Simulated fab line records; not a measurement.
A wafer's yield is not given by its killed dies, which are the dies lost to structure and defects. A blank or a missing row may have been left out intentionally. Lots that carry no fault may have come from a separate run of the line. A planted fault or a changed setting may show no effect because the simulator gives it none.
Split-lot trial -- flow n5 finfet -- 23 wafers read from 5 lots, route of 1938 steps

## ABOUT THE SPLIT
At N5_BEOL_M5_ETCH_68 (etches SOC in N2/H2, target depth 80 nm, overetch 16 nm, time 120 s), the setting time s was moved away from the recipe's 120 s on 7 of the 23 wafers read, by -15.3% to +13.8%. This setting was run at the recipe's value on the other wafers.

The reading is taken at the split's own step.

## THE READING
SiARC_of_BEOL_M5_COAT_66.thk nm (the simulator's own value, which no gauge read), in nm, at N5_BEOL_M5_ETCH_68 (etches SOC in N2/H2, target depth 80 nm, overetch 16 nm, time 120 s). No usual value for it is given in the file. Here, 16 wafers ran the recipe; their average is 6.4 nm with a standard deviation of 0.14 nm.

wafer,"tool, chamber at the split","time s as run, s",against the recipe,"SiARC_of_BEOL_M5_COAT_66.thk nm, nm",against lot-mates on the recipe
L079.1,"rie diel-04, 1",120,recipe,6.2,-
L079.6,"rie diel-04, 1",120,recipe,6.2,-
L079.2,"rie diel-04, 0,3",101.6,-15.3%,7.2,+0.9
L079.4,"rie diel-04, 0,3",101.6,-15.3%,7.2,+0.9
L079.5,"rie diel-04, 0",120,recipe,6.4,-
L078.2,"rie diel-04, 0",120,recipe,6.4,-
L078.6,"rie diel-04, 0",120,recipe,6.4,-
L078.3,"rie diel-04, 2",112.7,-6.1%,6.4,+0.1
L078.4,"rie diel-04, 1",120,recipe,6.2,-
L078.5,"rie diel-04, 3",112.7,-6.1%,6.8,+0.5
L080.1,"rie diel-05, 0,1,0",120,recipe,6.4,-
L080.2,"rie diel-05, 0,1,0",120,recipe,6.4,-
L080.4,"rie diel-05, 0,1,0",120,recipe,6.4,-
L080.3,"rie diel-05, 2",120,recipe,6.6,-
L080.5,"rie diel-05, 2",120,recipe,6.6,-
L082.1,"rie diel-04, 2,1",120,recipe,6.2,-
L082.6,"rie diel-04, 2,1",120,recipe,6.2,-
L082.4,"rie diel-04, 0",120,recipe,6.4,-
L091.2,"rie diel-05, 1",136.6,+13.8%,5.6,-0.9
L091.3,"rie diel-05, 0",136.6,+13.8%,5.8,-0.7
L091.4,"rie diel-05, 2",120,recipe,6.6,-
L091.5,"rie diel-05, 3",120,recipe,6.4,-
L091.6,"rie diel-05, 2",136.6,+13.8%,6,-0.5
Rows listing several chambers each stand for several wafers; the file does not say which wafer went through which chamber.

FIT RESULTS
A straight line over all 23 wafers: SiARC_of_BEOL_M5_COAT_66.thk nm changes by -0.0464 nm for each +1% of time s; r = -0.91; the points scatter about the line by 0.16 nm.
The same after taking each lot's own level away (the mean of its wafers on the recipe; 23 wafers): -0.0545 nm for each +1%; r = -0.95; scatter 0.13 nm.
That fit puts the effect of the largest move of time s on the reading at 0.84 nm.
From 6.27 to 6.50 nm: that is the span of the lots' own levels, equal to 1.7 times the standard deviation above.
So the lot-to-lot level changes the slope: the two fits differ.
Check: for one of the wafers moved furthest among these (-15.3%), held out of the fit, the line's prediction against its lot-mates is +0.815 nm. It came out at +0.933 nm against them.

## THE OTHER SPLITS THESE WAFERS WENT THROUGH
These wafers also went through other splits before the reading. Each is held against what the fit with the lots' levels taken away leaves over:
other split on the same wafers,wafers away from the commonest value,r with SiARC_of_BEOL_M5_COAT_66.thk nm (lot level and that fit taken away)
N5_MOL_CONTACT_COAG_CVD_140 target thk a,10,+0.05
N5_BEOL_M0_SAQP_EXPOSE_37 dose mj,8,+0.15
N5_BEOL_M0_SAQP_ETCH_73 cf4 flow sccm,9,-0.03
N5_BEOL_M2_EXPOSE_08 dose mj,8,+0.16
N5_BEOL_M2_DESCUM_16 time s,9,-0.03
N5_BEOL_M4_COAT_73 spin rpm,7,-0.18
N5_BEOL_M5_HM_DEP_02 target thk a,7,-0.17

## FILE'S OWN FIT
SiARC_of_BEOL_M5_COAT_66.thk nm changes by -0.0553 nm for each +1% of time s, r = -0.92.
